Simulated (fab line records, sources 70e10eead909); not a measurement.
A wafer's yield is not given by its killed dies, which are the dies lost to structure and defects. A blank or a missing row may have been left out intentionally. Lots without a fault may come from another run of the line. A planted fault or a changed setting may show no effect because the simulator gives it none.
Which tool was responsible? + flow nandHarc + Sampling: 6 lots, 18 wafers, 2 of 1159 route steps

== WHAT THE GAUGES SHOWED, per wafer ==
NHARC_A_BONDPAD_THK_MEAS_30: measures by ellipsometry.
| lot  | measured     | on           | thkNm (nm)        |
|------|--------------|--------------|-------------------|
| L485 | day 18 04:35 | filmMetro-02 | 201.7 201.4 200.1 |
| L488 | day 20 08:20 | filmMetro-02 | 198.8 201.4 197.4 |
| L497 | day 22 06:52 | filmMetro-02 | 200.2 196.9 199.1 |
| L500 | day 22 20:37 | filmMetro-02 | 199.9 200.4 201.4 |
| L503 | day 23 06:07 | filmMetro-02 | 197.6 200.6 202.1 |
| L504 | day 24 02:07 | filmMetro-02 | 200.4 200.3 201.5 |

== WHICH TOOL RAN EACH LOT (tool, then ch and the chambers of the sampled wafers, then the start) ==
| lot  | NHARC_A_M1_STRIP_18               |
|------|-----------------------------------|
| L485 | rieDiel-13 ch 0,2,3, day 18 01:02 |
| L488 | rieDiel-03 ch 0,1,3, day 20 04:47 |
| L497 | rieDiel-13 ch 1,2, day 22 03:13   |
| L500 | rieDiel-13 ch 1,2, day 22 16:24   |
| L503 | rieDiel-03 ch 0,1,3, day 23 02:38 |
| L504 | rieDiel-13 ch 1,2, day 23 22:28   |
- NHARC_A_M1_STRIP_18: strips in N2/H2.

== THE ANSWER, worked out from the rows above alone ==
Rule: the usual values come from the lots themselves. The widest of any qualifying gaps counts: lots, ordered by their means at a reading, are off when they make up no more than a third of the lots, leave a main group of 4 or more, and stand apart from it by 3 or more times the standard deviation of that group's means. The tables above print the reading to a certain number of digits; a main group whose means all agree to those digits is not used. A lot without any number at a reading at which 4 lots or more have one is off too. All remaining lots with rows at the step are treated as sound.
Nothing can be told from this: no lot is off at any reading shown.

== WHAT WAS PUT IN BY THE SIMULATOR ==
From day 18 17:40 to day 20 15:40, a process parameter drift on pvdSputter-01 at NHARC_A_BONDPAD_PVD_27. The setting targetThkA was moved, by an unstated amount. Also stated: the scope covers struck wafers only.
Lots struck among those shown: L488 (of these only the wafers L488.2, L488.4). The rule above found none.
